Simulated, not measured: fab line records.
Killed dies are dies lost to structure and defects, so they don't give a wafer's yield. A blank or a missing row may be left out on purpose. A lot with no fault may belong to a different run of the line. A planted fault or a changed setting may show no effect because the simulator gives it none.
fab line records	flow nand_harc	part 2 of 2: steps 20 to 30 of 30
[record] lots = 5	wafers = 15	last_day = 23
route steps=1159 shown A_STAIRCASE@686
lots with no fault: from the same line, run without faults
start_h: hours from the record's first day to the start of the lot's first wafer shown	wait_h: hours from the lot's prior step to this one	" as in the row above	L1.1+2: a row that stands for several wafers	- no value, or no start given	* or withheld: withheld	< > ~ a bound
route shown NAME@n: NAME is a module with steps in the file, n the number in the route of the first one	usual: mean and standard deviation over wafers with no fault	same: alike in all rows	chamber/n: place in a boat	sites: the reading at each site	_std_site: standard deviation of those values	_edge_site: mean of outer sites minus mean of inner sites	radius_mm: for every site, how far away it sits from the centre of the wafer	mask NAME#n: copy n	behind: the last tool/chamber to shape the wafer	hold: why the lot went on hold/how many hours it stayed there/how the hold came to an end	device: whichever transistor did not switch (one of n, p or np)	end of line: at the end of the route, the tests of the same wafers	step lacking rows: just its recipe	killed: dies that structure and defects cost at the first sort, which is not the same as the wafer's yield	map: the dies of a wafer, with x for killed, . for not killed, _ for no die there
set.NAME: the run value of the setting; set.NAME@STEP: its run value at that earlier step	model.NAME: the simulator's own value behind a step, which no gauge read
certain route steps with their lots: each step a table, each wafer a row
services: from which hour (start_h, from the record's first day; less than 0 if before it) a tool's chamber was out of use, for how many hours, and why
[[steps]]
[step NHARC_A_STAIRCASE_CVD_552]
[recipe] target_thk_a = 400	temp_c = 700	pressure_mtorr = 300	material = SiNx
[usual] spike_tc_lower_C = 699.3/1.4	zone_power_bottom_pct = 16.2/1.7
lot.wafer	tool	chamber	start_h	wait_h	spike_tc_lower_C	zone_power_bottom_pct
L074.1	lpcvd-01	1	-	-	699.7	14.7
L074.4	"	1	"	"	697.3	14.7
L074.5	"	1	"	"	696.6	14.8
L082.1	lpcvd-02	1	-	-	698.3	17.2
L082.3	"	1	"	"	698.7	17.2
L082.5	"	1	"	"	698.0	17.1
L089.1	lpcvd-02	1	-	-	698.5	16.8
L089.4	"	1	"	"	698.7	17.3
L089.6	"	1	"	"	699.1	16.9
L091.2	lpcvd-01	1	-	-	699.4	14.9
L091.3	"	1	"	"	699.6	15.0
L091.4	"	1	"	"	698.9	15.0
L093.1	lpcvd-01	1	-	-	699.7	14.6
L093.4	"	1	"	"	698.3	14.8
L093.5	"	1	"	"	698.1	14.8
[step NHARC_A_STAIRCASE_DEP_151]
[recipe] target_thk_a = 38000	temp_c = 400	target_thk_nm = 3800	teos_flow_sccm = 200	rf_w = 500	material = SiO2
[usual] heater_power_outer_w = 386/51	heater_power_w = 661/79
lot.wafer	tool	chamber	start_h	wait_h	heater_power_outer_w	heater_power_w
L074.1	pecvd-03	1	285.06	0.6	416	723
L074.5	"	2	"	"	404	658
L074.4	"	0	"	"	353	622
L082.1	pecvd-02	0	330.12	0.4	413	671
L082.3	"	1	"	"	436	754
L082.5	"	0	"	"	377	611
L089.1	pecvd-03	1	371.12	0.8	432	781
L089.4	"	2	"	"	422	705
L089.6	"	0	"	"	343	634
L091.2	pecvd-03	0	375.96	0.4	439	744
L091.3	"	1	"	"	430	778
L091.4	"	2	"	"	419	708
L093.1	pecvd-03	0	381.77	0.6	418	706
L093.5	"	2	"	"	405	697
L093.4	"	0	"	"	340	611
[step NHARC_A_STAIRCASE_ANNEAL_320]
[recipe] temp_c = 750	time_s = 1800
[usual] spike_tc_lower_C = 750.5/1.1	zone_power_bottom_pct = 17.8/2.2
lot.wafer	tool	chamber	start_h	wait_h	spike_tc_lower_C	zone_power_bottom_pct
L074.1	furnace-01	0	289.35	-	749.0	21.3
L074.4	"	0	"	"	750.6	21.4
L074.5	"	0	"	"	749.8	21.6
L082.1	furnace-08	0	333.88	-	752.1	17.0
L082.3	"	0	"	"	750.8	16.8
L082.5	"	0	"	"	753.0	17.1
L089.1	furnace-02	0	376.41	-	749.7	15.0
L089.4	"	0	"	"	749.7	15.2
L089.6	"	0	"	"	749.5	15.0
L091.2	furnace-08	0	379.65	-	750.6	16.9
L091.3	"	0	"	"	751.4	17.3
L091.4	"	0	"	"	750.0	16.9
L093.1	furnace-08	0	386.47	-	749.4	16.9
L093.4	"	0	"	"	751.2	17.1
L093.5	"	0	"	"	752.0	17.1
[step NHARC_A_STAIRCASE_DEP_322]
[recipe] target_thk_a = 38000	temp_c = 400	target_thk_nm = 3800	teos_flow_sccm = 200	rf_w = 500	material = SiO2
[usual] heater_power_outer_w = 384/58	heater_power_w = 658/86
lot.wafer	tool	chamber	start_h	wait_h	heater_power_outer_w	heater_power_w
L074.1	pecvd-01	0	293.41	0.7	322	597
L074.4	"	2	"	"	308	508
L074.5	"	0	"	"	319	599
L082.1	pecvd-03	0	337.34	0.2	438	722
L082.3	"	1	"	"	457	794
L082.5	"	2	"	"	416	719
L089.1	pecvd-01	0	379.89	0.2	422	722
L089.4	"	0	"	"	323	609
L089.6	"	1	"	"	344	607
L091.3	pecvd-01	2	383.25	0.3	375	620
L091.2	"	0	"	"	424	743
L091.4	"	1	"	"	333	620
L093.1	pecvd-01	1	389.92	0.2	405	686
L093.4	"	0	"	"	323	603
L093.5	"	2	"	"	305	515
[step NHARC_A_STAIRCASE_ANNEAL_323]
[recipe] temp_c = 750	time_s = 1800
[usual] spike_tc_lower_C = 750.5/1	zone_power_bottom_pct = 16.5/0.85
lot.wafer	tool	chamber	start_h	wait_h	spike_tc_lower_C	zone_power_bottom_pct
L074.1	furnace-08	0	296.44	-	750.5	16.8
L074.4	"	0	"	"	750.3	16.9
L074.5	"	0	"	"	751.3	17.1
L082.1	furnace-08	0	340.93	-	751.1	16.6
L082.3	"	0	"	"	751.1	16.7
L082.5	"	0	"	"	752.1	17.3
L089.1	furnace-08	0	383.49	-	749.0	16.9
L089.4	"	0	"	"	750.9	17.1
L089.6	"	0	"	"	751.2	17.2
L091.2	furnace-02	0	387.63	-	749.9	14.9
L091.3	"	0	"	"	749.5	14.8
L091.4	"	0	"	"	750.2	15.3
L093.1	furnace-08	0	393.52	-	750.6	17.0
L093.4	"	0	"	"	750.9	17.1
L093.5	"	0	"	"	749.4	16.9
[step NHARC_A_STAIRCASE_DEP_325]
[recipe] target_thk_a = 38000	temp_c = 400	target_thk_nm = 3800	teos_flow_sccm = 200	rf_w = 500	material = SiO2
[usual] heater_power_outer_w = 379/52	heater_power_w = 652/80
lot.wafer	tool	chamber	start_h	wait_h	heater_power_outer_w	heater_power_w
L074.1	pecvd-02	0	300.22	0.4	464	720
L074.4	"	2	"	"	403	633
L074.5	"	1	"	"	364	689
L082.3	pecvd-03	2	344.58	0.3	530	865
L082.1	"	0	"	"	386	677
L082.5	"	1	"	"	344	650
L089.1	pecvd-03	1	387.00	0.2	348	655
L089.4	"	0	"	"	345	599
L089.6	"	2	"	"	420	700
L091.3	pecvd-02	1	391.13	0.2	460	808
L091.2	"	2	"	"	448	737
L091.4	"	1	"	"	357	657
L093.1	pecvd-02	1	396.90	0.1	370	710
L093.4	"	2	"	"	362	631
L093.5	"	0	"	"	343	548
[step NHARC_A_STAIRCASE_ANNEAL_326]
[recipe] temp_c = 750	time_s = 1800
[usual] spike_tc_lower_C = 750.5/1.1	zone_power_bottom_pct = 16.7/1.3
lot.wafer	tool	chamber	start_h	wait_h	spike_tc_lower_C	zone_power_bottom_pct
L074.1	furnace-02	0	304.78	-	752.3	15.0
L074.4	"	0	"	"	748.6	15.2
L074.5	"	0	"	"	749.9	14.9
L082.1	furnace-08	0	348.16	-	749.7	16.8
L082.3	"	0	"	"	751.1	16.9
L082.5	"	0	"	"	750.5	17.0
L089.1	furnace-08	0	390.59	-	750.3	17.0
L089.4	"	0	"	"	752.4	17.0
L089.6	"	0	"	"	750.8	17.0
L091.2	furnace-02	0	395.50	-	749.8	14.9
L091.3	"	0	"	"	749.3	14.8
L091.4	"	0	"	"	750.6	14.8
L093.1	furnace-08	0	400.58	-	750.1	16.7
L093.4	"	0	"	"	750.3	16.5
L093.5	"	0	"	"	750.8	16.8
[step NHARC_A_STAIRCASE_DEHYDRATE_433]
[recipe] temp_c = 150	time_s = 120
[usual] heater_power_total_W = 182.5/1.3
lot.wafer	tool	chamber	start_h	wait_h	heater_power_total_W
L074.1	litho_track-05	0	308.11	0.1	183.9
L074.4	"	0	"	"	182.6
L074.5	"	0	"	"	181.8
L082.1	litho_track-03	0	351.49	0.1	184.5
L082.3	"	0	"	"	183.0
L082.5	"	0	"	"	180.8
L089.1	litho_track-05	0	393.96	0.1	180.6
L089.4	"	0	"	"	183.9
L089.6	"	0	"	"	183.0
L091.2	litho_track-05	0	398.89	0.1	180.9
L091.3	"	0	"	"	184.7
L091.4	"	0	"	"	181.6
L093.1	litho_track-05	0	403.93	0.1	184.6
L093.4	"	0	"	"	181.3
L093.5	"	0	"	"	184.1
[step NHARC_A_STAIRCASE_HMDS_434]
[recipe] time_s = 30
lot.wafer	tool	chamber	start_h	wait_h
L074.1+4+5	litho_track-05	0	-	-
L082.1+3+5	litho_track-03	0	-	-
L089.1+4+6	litho_track-05	0	-	-
L091.2+3+4	litho_track-05	0	-	-
L093.1+4+5	litho_track-05	0	-	-
[step NHARC_A_STAIRCASE_COAT_435]
[recipe] spin_rpm = 1200
lot.wafer	tool	chamber	start_h	wait_h
L074.1+4+5	litho_track-05	0	-	-
L082.1+3+5	litho_track-03	0	-	-
L089.1+4+6	litho_track-05	0	-	-
L091.2+3+4	litho_track-05	0	-	-
L093.1+4+5	litho_track-05	0	-	-
[step NHARC_A_STAIRCASE_SOFTBAKE_436]
[recipe] temp_c = 135	time_s = 170
[usual] heater_power_total_W = 134.5/1
lot.wafer	tool	chamber	start_h	wait_h	heater_power_total_W
L074.1	litho_track-05	0	-	-	136.0
L074.4	"	0	"	"	133.7
L074.5	"	0	"	"	136.0
L082.1	litho_track-03	0	-	-	135.5
L082.3	"	0	"	"	135.6
L082.5	"	0	"	"	133.6
L089.1	litho_track-05	0	-	-	133.9
L089.4	"	0	"	"	135.4
L089.6	"	0	"	"	135.5
L091.2	litho_track-05	0	-	-	135.4
L091.3	"	0	"	"	135.1
L091.4	"	0	"	"	133.3
L093.1	litho_track-05	0	-	-	135.4
L093.4	"	0	"	"	133.2
L093.5	"	0	"	"	135.4
[[services]]
tool	chamber	start_h	hours	kind
rie_diel-01	0	245.52	-	clean
pecvd-03	0	255.90	2.6	repair
pecvd-01	-	257.37	2.0	repair
wet_bench-07	-	272.00	8.0	pm
wet_h3po4-01	-	272.00	8.0	pm
pecvd-01	-	274.54	1.8	repair
rie_diel-12	2	285.43	4.8	repair
pecvd-02	-	290.31	1.0	repair
pecvd-03	-	292.24	13.0	pm
wet_bench-06	-	305.60	8.0	pm
lpcvd-01	-	314.00	26.0	pm
rie_diel-01	-	314.99	9.0	pm
wet_bench-03	-	331.86	2.7	repair
pecvd-02	-	334.04	13.0	pm
rie_diel-12	3	334.04	1.7	repair
litho_track-02	-	340.01	7.0	pm
ald_hk-01	-	343.87	0.8	repair
rie_diel-10	-	354.21	9.0	pm
wet_h3po4-02	-	356.02	8.0	pm
pecvd-01	1	367.07	10.4	repair
rie_diel-10	0	368.20	1.4	repair
rie_diel-01	-	370.63	0.4	repair
rie_diel-12	-	379.62	9.0	pm
litho_track-03	-	388.03	7.0	pm
